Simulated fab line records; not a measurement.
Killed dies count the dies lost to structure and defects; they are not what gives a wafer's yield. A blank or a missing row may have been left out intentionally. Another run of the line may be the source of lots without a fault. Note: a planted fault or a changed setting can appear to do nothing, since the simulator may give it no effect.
Chamber matching / flow nand harc / rie diel-04 running NHARC_A_CONTACT_ETCH_102: 4 sister chambers
The step etches the open film in CF4/O2, target depth 100 nm, overetch 10 nm, time 55 s. 8 wafers are shown with their chamber, then 7 later ones without.

## WAFERS WITH THEIR CHAMBER
wafer=L080.2; chamber=3; showerhead plenum p Torr (Torr)=1.29; rf vpp V (V)=196.9
wafer=L084.2; chamber=3; showerhead plenum p Torr (Torr)=1.29; rf vpp V (V)=195.4
wafer=L084.3; chamber=0; showerhead plenum p Torr (Torr)=1.41; rf vpp V (V)=200.3
wafer=L086.1; chamber=1; showerhead plenum p Torr (Torr)=1.44; rf vpp V (V)=201.0
wafer=L086.2; chamber=2; showerhead plenum p Torr (Torr)=1.24; rf vpp V (V)=194.7
wafer=L086.5; chamber=2; showerhead plenum p Torr (Torr)=1.24; rf vpp V (V)=194.2
wafer=L090.1; chamber=1; showerhead plenum p Torr (Torr)=1.44; rf vpp V (V)=199.2
wafer=L090.3; chamber=0; showerhead plenum p Torr (Torr)=1.40; rf vpp V (V)=198.7

## WAFERS WITH NO CHAMBER GIVEN
wafer=L090.6; showerhead plenum p Torr (Torr)=1.44; rf vpp V (V)=200.8
wafer=L091.2; showerhead plenum p Torr (Torr)=1.44; rf vpp V (V)=199.8
wafer=L091.3; showerhead plenum p Torr (Torr)=1.40; rf vpp V (V)=199.1
wafer=L091.4; showerhead plenum p Torr (Torr)=1.29; rf vpp V (V)=196.2
wafer=L095.1; showerhead plenum p Torr (Torr)=1.23; rf vpp V (V)=196.9
wafer=L095.2; showerhead plenum p Torr (Torr)=1.40; rf vpp V (V)=199.8
wafer=L095.5; showerhead plenum p Torr (Torr)=1.43; rf vpp V (V)=200.7

## WHICH CHAMBER EACH ONE RAN IN
wafer=L090.6; from the rows above=1; in truth=1
wafer=L091.2; from the rows above=1; in truth=1
wafer=L091.3; from the rows above=0; in truth=0
wafer=L091.4; from the rows above=3; in truth=3
wafer=L095.1; from the rows above=2; in truth=2
wafer=L095.2; from the rows above=0; in truth=0
wafer=L095.5; from the rows above=1; in truth=1
Correctly placed: 7 of 7. Not placeable from these rows: 0. Wrongly placed: 0.
How it was worked out, from the rows above alone: a wafer's distance from a chamber is the root of the sum, over the readings, of the square of ((its reading less the chamber's mean) divided by the reading's scatter). The wafer belongs to the nearest chamber; if the next one is less than 2 further off, it can't be placed. For every chamber, the mean is computed from those of its wafers that are shown. The scatter is the square root of a quotient: the sum, over the shown wafers, of each reading's squared deviation from its chamber's mean, divided by wafers minus chambers.
